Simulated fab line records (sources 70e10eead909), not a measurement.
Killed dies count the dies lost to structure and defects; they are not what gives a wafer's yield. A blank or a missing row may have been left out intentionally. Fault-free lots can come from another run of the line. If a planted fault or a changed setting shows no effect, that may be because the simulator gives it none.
Chamber matching :: flow nand_harc :: NHARC_A_STAIRCASE_TRIM_196 on rie_diel-04: 4 sister chambers
The step chemistry O2, time 211.2 s. 4 wafers are shown with their chamber, then 7 later ones without.

== EACH WAFER AND ITS CHAMBER ==
wafer: L084.3
chamber: 3
showerhead_plenum_p_Torr (Torr): 3.36

wafer: L084.6
chamber: 2
showerhead_plenum_p_Torr (Torr): 3.29

wafer: L089.3
chamber: 0
showerhead_plenum_p_Torr (Torr): 3.71

wafer: L089.5
chamber: 1
showerhead_plenum_p_Torr (Torr): 3.47

== WAFERS WITH NO CHAMBER GIVEN ==
wafer: L089.6
showerhead_plenum_p_Torr (Torr): 3.71

wafer: L094.2
showerhead_plenum_p_Torr (Torr): 3.70

wafer: L094.4
showerhead_plenum_p_Torr (Torr): 3.46

wafer: L094.6
showerhead_plenum_p_Torr (Torr): 3.46

wafer: L097.2
showerhead_plenum_p_Torr (Torr): 3.70

wafer: L097.4
showerhead_plenum_p_Torr (Torr): 3.33

wafer: L097.6
showerhead_plenum_p_Torr (Torr): 3.45

== WHICH CHAMBER EACH WENT THROUGH ==
wafer: L089.6
from the rows above: 0
in truth: 0

wafer: L094.2
from the rows above: 0
in truth: 0

wafer: L094.4
from the rows above: 1
in truth: 1

wafer: L094.6
from the rows above: 1
in truth: 1

wafer: L097.2
from the rows above: 0
in truth: 0

wafer: L097.4
from the rows above: can't be placed: 3 or 2
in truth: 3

wafer: L097.6
from the rows above: 1
in truth: 1
6 of 7 placed correctly. From these rows, 1 cannot be placed; in 1 the true chamber is one of the candidates. Wrongly placed: 0.
How it was worked out, from the rows above alone: a wafer's distance from a chamber is the root of the sum, over the readings, of the square of ((its reading less the chamber's mean) divided by the reading's scatter). If the next closest chamber is less than 2 further off than the closest, the wafer can't be placed; otherwise it belongs to the closest. Each chamber's mean is taken over the wafers shown for it. The scatter: root of mean squared gap, hidden wafer to nearest shown wafer, with one shown wafer a chamber.
